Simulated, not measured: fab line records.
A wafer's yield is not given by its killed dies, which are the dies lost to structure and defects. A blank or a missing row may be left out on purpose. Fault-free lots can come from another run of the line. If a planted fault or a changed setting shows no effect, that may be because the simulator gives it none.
The tool behind it: which one? || flow n5_finfet || Sampling: 9 lots, 27 wafers, 5 of 1938 route steps

WHAT EACH GAUGE READ, for each wafer
N5_SDB_CD_MEAS_11 targets a cd of 50 nm. Usual: 49.7 nm for cd_nm, sd 0.9.
{"lot": "L828", "measured": "day 3 15:23", "on": "cd_sem-03", "cd_nm (nm)": "49.3 50.0 49.3", "flag": ""}
{"lot": "L831", "measured": "day 4 11:32", "on": "cd_sem-03", "cd_nm (nm)": "51.3 51.8 51.5", "flag": ""}
{"lot": "L832", "measured": "day 4 16:38", "on": "cd_sem-03", "cd_nm (nm)": "49.4 48.9 49.6", "flag": ""}
{"lot": "L833", "measured": "day 5 03:01", "on": "cd_sem-01", "cd_nm (nm)": "50.4 50.2 49.8", "flag": ""}
{"lot": "L834", "measured": "day 5 09:08", "on": "cd_sem-01", "cd_nm (nm)": "50.3 49.0 50.2", "flag": ""}
{"lot": "L836", "measured": "day 5 19:19", "on": "cd_sem-02", "cd_nm (nm)": "48.8 49.7 49.4", "flag": ""}
{"lot": "L837", "measured": "day 5 23:44", "on": "cd_sem-03", "cd_nm (nm)": "50.1 49.3 49.6", "flag": ""}
{"lot": "L840", "measured": "day 6 19:07", "on": "cd_sem-03", "cd_nm (nm)": "49.6 49.3 49.0", "flag": ""}
{"lot": "L844", "measured": "day 7 18:57", "on": "cd_sem-01", "cd_nm (nm)": "48.6 48.3 48.3", "flag": ""}

N5_BEOL_M4_RC_MEAS_101. Usual: DIBL_N 36.3 mV/V, standard deviation 1.2; DIBL_P 36.1 mV/V, standard deviation 1.6; IOFF_N 0.161 nA/um, standard deviation 0.023; IOFF_P 0.209 nA/um, standard deviation 0.027; ION_N 676 uA/um, standard deviation 8.9; ION_P 462 uA/um, standard deviation 5.3; SS_N 71.5 mV/dec, standard deviation 0.51; SS_P 73.2 mV/dec, standard deviation 0.5; VT_N 249.1 mV, standard deviation 2.5; VT_P -249.9 mV, standard deviation 2.8.
{"lot": "L828", "measured": "day 7 12:20", "on": "prober-02", "DIBL_N (mV/V)": "36.5 35.7 34.8", "DIBL_P (mV/V)": "36.8 35.0 33.1", "IOFF_N (nA/um)": "0.164 0.142 0.129", "IOFF_P (nA/um)": "0.203 0.183 0.157", "ION_N (uA/um)": "671 672 667", "ION_P (uA/um)": "460 457 451", "SS_N (mV/dec)": "71.8 70.8 71.7", "SS_P (mV/dec)": "72.7 73.3 73.5", "VT_N (mV)": "246.1 247.2 250.9", "VT_P (mV)": "-251.8 -253.2 -255.5", "flag": ""}
{"lot": "L831", "measured": "day 8 14:11", "on": "prober-02", "DIBL_N (mV/V)": "35.7 34.9 34.4", "DIBL_P (mV/V)": "34.7 33.4 33.8", "IOFF_N (nA/um)": "0.146 0.125 0.125", "IOFF_P (nA/um)": "0.190 0.172 0.180", "ION_N (uA/um)": "672 666 667", "ION_P (uA/um)": "463 457 464", "SS_N (mV/dec)": "71.5 70.9 71.1", "SS_P (mV/dec)": "72.8 72.9 72.9", "VT_N (mV)": "252.3 252.6 252.0", "VT_P (mV)": "-249.1 -253.1 -251.7", "flag": ""}
{"lot": "L832", "measured": "day 8 17:25", "on": "prober-02", "DIBL_N (mV/V)": "35.5 34.8 36.0", "DIBL_P (mV/V)": "34.7 33.8 35.1", "IOFF_N (nA/um)": "0.126 0.121 0.137", "IOFF_P (nA/um)": "0.169 0.164 0.182", "ION_N (uA/um)": "658 664 672", "ION_P (uA/um)": "450 457 459", "SS_N (mV/dec)": "70.6 69.9 70.4", "SS_P (mV/dec)": "72.4 72.7 72.3", "VT_N (mV)": "250.9 252.8 252.8", "VT_P (mV)": "-255.3 -255.6 -254.5", "flag": ""}
{"lot": "L833", "measured": "day 9 04:35", "on": "prober-02", "DIBL_N (mV/V)": "37.6 36.4 37.9", "DIBL_P (mV/V)": "36.7 36.1 37.3", "IOFF_N (nA/um)": "0.184 0.168 0.192", "IOFF_P (nA/um)": "0.262 0.241 0.272", "ION_N (uA/um)": "682 686 678", "ION_P (uA/um)": "471 468 465", "SS_N (mV/dec)": "71.5 71.5 71.8", "SS_P (mV/dec)": "73.2 73.4 73.4", "VT_N (mV)": "245.7 247.2 248.0", "VT_P (mV)": "-246.9 -244.0 -243.8", "flag": ""}
{"lot": "L834", "measured": "day 9 12:39", "on": "prober-02", "DIBL_N (mV/V)": "36.5 37.4 37.1", "DIBL_P (mV/V)": "35.8 37.8 37.4", "IOFF_N (nA/um)": "0.158 0.188 0.198", "IOFF_P (nA/um)": "0.203 0.239 0.240", "ION_N (uA/um)": "669 675 683", "ION_P (uA/um)": "459 459 466", "SS_N (mV/dec)": "71.6 71.5 71.6", "SS_P (mV/dec)": "73.5 73.4 74.4", "VT_N (mV)": "249.0 248.5 248.4", "VT_P (mV)": "-249.5 -247.8 -247.9", "flag": ""}
{"lot": "L836", "measured": "day 9 14:19", "on": "prober-02", "DIBL_N (mV/V)": "36.9 37.7 36.9", "DIBL_P (mV/V)": "34.3 35.4 34.6", "IOFF_N (nA/um)": "0.153 0.170 0.166", "IOFF_P (nA/um)": "0.203 0.221 0.202", "ION_N (uA/um)": "670 667 674", "ION_P (uA/um)": "467 462 459", "SS_N (mV/dec)": "71.5 71.7 71.5", "SS_P (mV/dec)": "73.2 72.8 72.8", "VT_N (mV)": "249.4 247.7 250.3", "VT_P (mV)": "-248.5 -248.0 -252.3", "flag": ""}
{"lot": "L837", "measured": "day 9 20:49", "on": "prober-01", "DIBL_N (mV/V)": "33.8 35.2 34.6", "DIBL_P (mV/V)": "34.7 36.6 35.9", "IOFF_N (nA/um)": "0.146 0.172 0.155", "IOFF_P (nA/um)": "0.179 0.209 0.190", "ION_N (uA/um)": "678 687 675", "ION_P (uA/um)": "463 463 458", "SS_N (mV/dec)": "72.2 71.7 71.3", "SS_P (mV/dec)": "72.4 73.4 72.8", "VT_N (mV)": "247.6 244.4 248.9", "VT_P (mV)": "-253.7 -249.4 -251.1", "flag": ""}
{"lot": "L840", "measured": "day 11 06:47", "on": "prober-02", "DIBL_N (mV/V)": "36.9 35.8 36.5", "DIBL_P (mV/V)": "36.3 35.2 35.7", "IOFF_N (nA/um)": "0.165 0.153 0.152", "IOFF_P (nA/um)": "0.255 0.231 0.236", "ION_N (uA/um)": "678 678 671", "ION_P (uA/um)": "471 470 467", "SS_N (mV/dec)": "71.0 71.1 71.5", "SS_P (mV/dec)": "72.7 72.7 73.2", "VT_N (mV)": "247.4 244.7 248.8", "VT_P (mV)": "-244.3 -244.4 -244.2", "flag": ""}
{"lot": "L844", "measured": "day 11 16:43", "on": "prober-01", "DIBL_N (mV/V)": "36.9 38.1 38.1", "DIBL_P (mV/V)": "35.3 37.1 36.7", "IOFF_N (nA/um)": "0.150 0.188 0.179", "IOFF_P (nA/um)": "0.187 0.223 0.210", "ION_N (uA/um)": "673 676 674", "ION_P (uA/um)": "460 454 464", "SS_N (mV/dec)": "70.5 71.6 71.6", "SS_P (mV/dec)": "72.4 73.1 73.3", "VT_N (mV)": "250.0 248.3 246.3", "VT_P (mV)": "-250.0 -248.1 -252.6", "flag": ""}

WHAT TOOL EACH LOT RAN ON (gives the tool, then ch and the chambers of the sampled wafers, and finally the start)
{"lot": "L828", "N5_SDB_ETCH_25": "rie_diel-05 ch 0,1,2, day 3 16:18", "N5_SDB_CMP_30": "cmp-04 ch 0,1, day 3 19:18", "N5_DUMMY_REMOVAL_HM_STRIP_01": "rie_diel-03 ch 0,3, day 3 19:43"}
{"lot": "L831", "N5_SDB_ETCH_25": "rie_diel-05 ch 0,1, day 4 12:09", "N5_SDB_CMP_30": "cmp-03 ch 0,3, day 4 15:09", "N5_DUMMY_REMOVAL_HM_STRIP_01": "rie_diel-06 ch 0,3, day 4 15:32"}
{"lot": "L832", "N5_SDB_ETCH_25": "rie_diel-04 ch 0,1,2, day 4 19:20", "N5_SDB_CMP_30": "cmp-04 ch 0,1,3, day 4 23:35", "N5_DUMMY_REMOVAL_HM_STRIP_01": "rie_diel-06 ch 0,3, day 5 00:26"}
{"lot": "L833", "N5_SDB_ETCH_25": "rie_diel-05 ch 1,3, day 5 03:50", "N5_SDB_CMP_30": "cmp-03 ch 0,2, day 5 06:52", "N5_DUMMY_REMOVAL_HM_STRIP_01": "rie_diel-03 ch 1,2,3, day 5 07:32"}
{"lot": "L834", "N5_SDB_ETCH_25": "rie_diel-04 ch 0,2, day 5 11:05", "N5_SDB_CMP_30": "cmp-04 ch 0,1,2, day 5 14:10", "N5_DUMMY_REMOVAL_HM_STRIP_01": "rie_diel-03 ch 1,2, day 5 14:26"}
{"lot": "L836", "N5_SDB_ETCH_25": "rie_diel-01 ch 0,1,3, day 5 22:43", "N5_SDB_CMP_30": "cmp-01 ch 0,2,3, day 6 01:46", "N5_DUMMY_REMOVAL_HM_STRIP_01": "rie_diel-02 ch 2,3, day 6 02:04"}
{"lot": "L837", "N5_SDB_ETCH_25": "rie_diel-05 ch 0,1,3, day 6 00:53", "N5_SDB_CMP_30": "cmp-04 ch 0,1,3, day 6 04:04", "N5_DUMMY_REMOVAL_HM_STRIP_01": "rie_diel-02 ch 0,2,3, day 6 04:23"}
{"lot": "L840", "N5_SDB_ETCH_25": "rie_diel-05 ch 1,2,3, day 6 20:32", "N5_SDB_CMP_30": "cmp-04 ch 0,1,3, day 6 23:39", "N5_DUMMY_REMOVAL_HM_STRIP_01": "rie_diel-02 ch 0,1,2, day 6 23:55"}
{"lot": "L844", "N5_SDB_ETCH_25": "rie_diel-01 ch 2,3, day 7 19:54", "N5_SDB_CMP_30": "cmp-04 ch 0,2, day 7 22:55", "N5_DUMMY_REMOVAL_HM_STRIP_01": "rie_diel-02 ch 1,2, day 7 23:16"}
- N5_SDB_ETCH_25: etches SiO2 in C4F6/O2, target depth 10 nm, time 3.3 s.
- N5_SDB_CMP_30: polishes, stops on poly-Si, t overpolish 1.54 s, target thk 30 nm.
- N5_DUMMY_REMOVAL_HM_STRIP_01: strips SiNx in CH3F/O2, stops on poly-Si, target depth 4 nm, time 6.8 s.

AS READ BY THE TOOLS THEMSELVES (means over the sampled wafers that have a number; for cases with no such wafer, the mark the record gives instead)
N5_SDB_ETCH_25. Usual: drypump_motor_current_A 5.9 A, standard deviation 0.49; oes_product_au 0.78 a.u., standard deviation 0.068; rf_vpp_V 667 V, standard deviation 5.7; showerhead_plenum_p_Torr 2.87 Torr, standard deviation 0.089; throttle_valve_pct 21.16 %, standard deviation 0.2.
{"lot": "L828", "tool": "rie_diel-05", "drypump_motor_current_A (A)": 6.2, "oes_product_au (a.u.)": 0.80, "rf_vpp_V (V)": 672, "showerhead_plenum_p_Torr (Torr)": 2.86, "throttle_valve_pct (%)": 21.06, "flag": ""}
{"lot": "L831", "tool": "rie_diel-05", "drypump_motor_current_A (A)": 6.0, "oes_product_au (a.u.)": 0.76, "rf_vpp_V (V)": 677, "showerhead_plenum_p_Torr (Torr)": 2.89, "throttle_valve_pct (%)": 21.11, "flag": ""}
{"lot": "L832", "tool": "rie_diel-04", "drypump_motor_current_A (A)": 6.0, "oes_product_au (a.u.)": 0.75, "rf_vpp_V (V)": 664, "showerhead_plenum_p_Torr (Torr)": 2.83, "throttle_valve_pct (%)": 21.05, "flag": ""}
{"lot": "L833", "tool": "rie_diel-05", "drypump_motor_current_A (A)": 5.8, "oes_product_au (a.u.)": 0.77, "rf_vpp_V (V)": 671, "showerhead_plenum_p_Torr (Torr)": 2.98, "throttle_valve_pct (%)": 21.26, "flag": ""}
{"lot": "L834", "tool": "rie_diel-04", "drypump_motor_current_A (A)": 6.1, "oes_product_au (a.u.)": 0.71, "rf_vpp_V (V)": 660, "showerhead_plenum_p_Torr (Torr)": 2.86, "throttle_valve_pct (%)": 20.90, "flag": ""}
{"lot": "L836", "tool": "rie_diel-01", "drypump_motor_current_A (A)": 5.7, "oes_product_au (a.u.)": 0.85, "rf_vpp_V (V)": 665, "showerhead_plenum_p_Torr (Torr)": 2.84, "throttle_valve_pct (%)": 21.40, "flag": ""}
{"lot": "L837", "tool": "rie_diel-05", "drypump_motor_current_A (A)": 5.8, "oes_product_au (a.u.)": 0.78, "rf_vpp_V (V)": 673, "showerhead_plenum_p_Torr (Torr)": 2.90, "throttle_valve_pct (%)": 21.14, "flag": ""}
{"lot": "L840", "tool": "rie_diel-05", "drypump_motor_current_A (A)": 6.1, "oes_product_au (a.u.)": 0.82, "rf_vpp_V (V)": 670, "showerhead_plenum_p_Torr (Torr)": 2.93, "throttle_valve_pct (%)": 21.30, "flag": ""}
{"lot": "L844", "tool": "rie_diel-01", "drypump_motor_current_A (A)": 6.1, "oes_product_au (a.u.)": 0.71, "rf_vpp_V (V)": 665, "showerhead_plenum_p_Torr (Torr)": 2.79, "throttle_valve_pct (%)": 21.19, "flag": ""}

N5_SDB_CMP_30. Usual: motor_current_A 12.8 A, standard deviation 1.3; overpolish_run_s 1.539 s, standard deviation 0.0094; platen_rpm 51.79 rpm, standard deviation 0.039; time_to_endpoint_s 17.3 s, standard deviation 1.8.
{"lot": "L828", "tool": "cmp-04", "motor_current_A (A)": 11.3, "overpolish_run_s (s)": 1.545, "platen_rpm (rpm)": 51.79, "time_to_endpoint_s (s)": 16.5, "flag": ""}
{"lot": "L831", "tool": "cmp-03", "motor_current_A (A)": 13.2, "overpolish_run_s (s)": 1.541, "platen_rpm (rpm)": 51.80, "time_to_endpoint_s (s)": 16.0, "flag": ""}
{"lot": "L832", "tool": "cmp-04", "motor_current_A (A)": 11.9, "overpolish_run_s (s)": 1.537, "platen_rpm (rpm)": 51.81, "time_to_endpoint_s (s)": 19.0, "flag": ""}
{"lot": "L833", "tool": "cmp-03", "motor_current_A (A)": 12.7, "overpolish_run_s (s)": 1.553, "platen_rpm (rpm)": 51.78, "time_to_endpoint_s (s)": 15.0, "flag": ""}
{"lot": "L834", "tool": "cmp-04", "motor_current_A (A)": 12.1, "overpolish_run_s (s)": 1.539, "platen_rpm (rpm)": 51.78, "time_to_endpoint_s (s)": 15.8, "flag": ""}
{"lot": "L836", "tool": "cmp-01", "motor_current_A (A)": 12.9, "overpolish_run_s (s)": 1.540, "platen_rpm (rpm)": 51.79, "time_to_endpoint_s (s)": 17.2, "flag": ""}
{"lot": "L837", "tool": "cmp-04", "motor_current_A (A)": 11.7, "overpolish_run_s (s)": 1.543, "platen_rpm (rpm)": 51.78, "time_to_endpoint_s (s)": 16.5, "flag": ""}
{"lot": "L840", "tool": "cmp-04", "motor_current_A (A)": 11.7, "overpolish_run_s (s)": 1.533, "platen_rpm (rpm)": 51.74, "time_to_endpoint_s (s)": 20.7, "flag": ""}
{"lot": "L844", "tool": "cmp-04", "motor_current_A (A)": 11.3, "overpolish_run_s (s)": 1.540, "platen_rpm (rpm)": 51.75, "time_to_endpoint_s (s)": 18.0, "flag": ""}

N5_DUMMY_REMOVAL_HM_STRIP_01. Usual: drypump_motor_current_A 5.9 A, standard deviation 0.41; oes_product_au 0.65 a.u., standard deviation 0.07; rf_vpp_V 127.6 V, standard deviation 1.1; showerhead_plenum_p_Torr 2.02 Torr, standard deviation 0.08; throttle_valve_pct 16.33 %, standard deviation 0.27.
{"lot": "L828", "tool": "rie_diel-03", "drypump_motor_current_A (A)": 5.8, "oes_product_au (a.u.)": 0.56, "rf_vpp_V (V)": 127.0, "showerhead_plenum_p_Torr (Torr)": 1.98, "throttle_valve_pct (%)": 16.66, "flag": ""}
{"lot": "L831", "tool": "rie_diel-06", "drypump_motor_current_A (A)": 5.9, "oes_product_au (a.u.)": 0.61, "rf_vpp_V (V)": 127.7, "showerhead_plenum_p_Torr (Torr)": 2.03, "throttle_valve_pct (%)": 16.32, "flag": ""}
{"lot": "L832", "tool": "rie_diel-06", "drypump_motor_current_A (A)": 5.9, "oes_product_au (a.u.)": 0.61, "rf_vpp_V (V)": 127.3, "showerhead_plenum_p_Torr (Torr)": 2.03, "throttle_valve_pct (%)": 16.31, "flag": ""}
{"lot": "L833", "tool": "rie_diel-03", "drypump_motor_current_A (A)": 5.6, "oes_product_au (a.u.)": 0.61, "rf_vpp_V (V)": 127.4, "showerhead_plenum_p_Torr (Torr)": 2.00, "throttle_valve_pct (%)": 16.51, "flag": ""}
{"lot": "L834", "tool": "rie_diel-03", "drypump_motor_current_A (A)": 5.7, "oes_product_au (a.u.)": 0.62, "rf_vpp_V (V)": 127.9, "showerhead_plenum_p_Torr (Torr)": 2.04, "throttle_valve_pct (%)": 16.46, "flag": ""}
{"lot": "L836", "tool": "rie_diel-02", "drypump_motor_current_A (A)": 5.8, "oes_product_au (a.u.)": 0.58, "rf_vpp_V (V)": 126.2, "showerhead_plenum_p_Torr (Torr)": 1.91, "throttle_valve_pct (%)": 16.61, "flag": ""}
{"lot": "L837", "tool": "rie_diel-02", "drypump_motor_current_A (A)": 5.9, "oes_product_au (a.u.)": 0.62, "rf_vpp_V (V)": 127.1, "showerhead_plenum_p_Torr (Torr)": 1.98, "throttle_valve_pct (%)": 16.41, "flag": ""}
{"lot": "L840", "tool": "rie_diel-02", "drypump_motor_current_A (A)": 6.1, "oes_product_au (a.u.)": 0.64, "rf_vpp_V (V)": 128.1, "showerhead_plenum_p_Torr (Torr)": 2.04, "throttle_valve_pct (%)": 16.23, "flag": ""}
{"lot": "L844", "tool": "rie_diel-02", "drypump_motor_current_A (A)": 6.2, "oes_product_au (a.u.)": 0.61, "rf_vpp_V (V)": 128.2, "showerhead_plenum_p_Torr (Torr)": 2.02, "throttle_valve_pct (%)": 16.25, "flag": ""}

THE ANSWER, worked out from the rows above alone
Rule: lot off if the mean of its wafers having a number is beyond 3 standard deviations from the usual mean. A lot without any number at a reading at which 4 lots or more have one is off too. All remaining lots with rows at the step are treated as sound. After the gauges, taken in route order, come the tools' own readings; for these a lot's mean is taken, as printed above. The first step at which some lot is off is used, and at that step the reading that is off furthest; a lot without a number counts as furthest.
No lot is off at any reading shown: from this, nothing can be told.

WHAT WAS PUT IN BY THE SIMULATOR
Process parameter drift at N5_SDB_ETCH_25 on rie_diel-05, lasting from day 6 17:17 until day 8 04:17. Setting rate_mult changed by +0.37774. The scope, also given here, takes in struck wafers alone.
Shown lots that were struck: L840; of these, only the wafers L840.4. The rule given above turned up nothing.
